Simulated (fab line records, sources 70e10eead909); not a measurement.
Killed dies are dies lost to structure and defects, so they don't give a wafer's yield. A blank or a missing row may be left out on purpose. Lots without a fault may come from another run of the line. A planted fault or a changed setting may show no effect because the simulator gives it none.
Which tool did it? | flow nand_harc | 7 lots, 21 wafers sampled, at 2 steps of a route of 1302

WHAT THE GAUGES READ, wafer by wafer
NHARC_P_M1_THK_MEAS_24: measures by xrf.
lot  | measured     | on            | thk_nm (nm)
L760 | day 7 09:34  | film_metro-02 | 159.5 159.8 162.4
L764 | day 9 10:48  | film_metro-02 | 156.2 161.6 156.5
L769 | day 11 16:18 | film_metro-01 | 159.1 158.4 158.1
L772 | day 12 08:58 | film_metro-02 | 160.4 159.0 157.8
L774 | day 13 03:19 | film_metro-01 | 156.2 157.5 159.8
L776 | day 14 04:08 | film_metro-01 | 156.3 158.0 158.5
L779 | day 15 11:35 | film_metro-01 | 158.1 160.8 159.9

WHICH TOOL RAN EACH LOT (tool, then ch and the chambers of the sampled wafers, then the start)
lot  | NHARC_P_M1_CMP_23
L760 | cmp-01 ch 1,2, day 7 09:17
L764 | cmp-01 ch 2,3, day 9 10:30
L769 | cmp-02 ch 0,2,3, day 11 16:04
L772 | cmp-02 ch 1,2,3, day 12 08:44
L774 | cmp-04 ch 0,2,3, day 13 03:01
L776 | cmp-02 ch 1,2,3, day 14 03:51
L779 | cmp-01 ch 1,3, day 15 11:16
- NHARC_P_M1_CMP_23: polishes, t overpolish 20 s, target thk 157.82 nm.

THE ANSWER, worked out from the rows above alone
Rule: what is usual is taken from the lots themselves. Put in order of their means at a reading, lots are off if they are a third of the lots or fewer, leave a main group of 4 or more, and stand apart from it by a gap of 3 or more times the standard deviation of the main group's means; of several such gaps the widest counts. A main group whose means are all the same, to the digits that the tables above print for the reading, isn't used. A lot without any number at a reading at which 4 lots or more have one is off too. The other lots that the step has rows for count as sound.
No lot is off at any reading shown: from this, nothing can be told.

WHAT THE SIMULATOR HAD PUT IN
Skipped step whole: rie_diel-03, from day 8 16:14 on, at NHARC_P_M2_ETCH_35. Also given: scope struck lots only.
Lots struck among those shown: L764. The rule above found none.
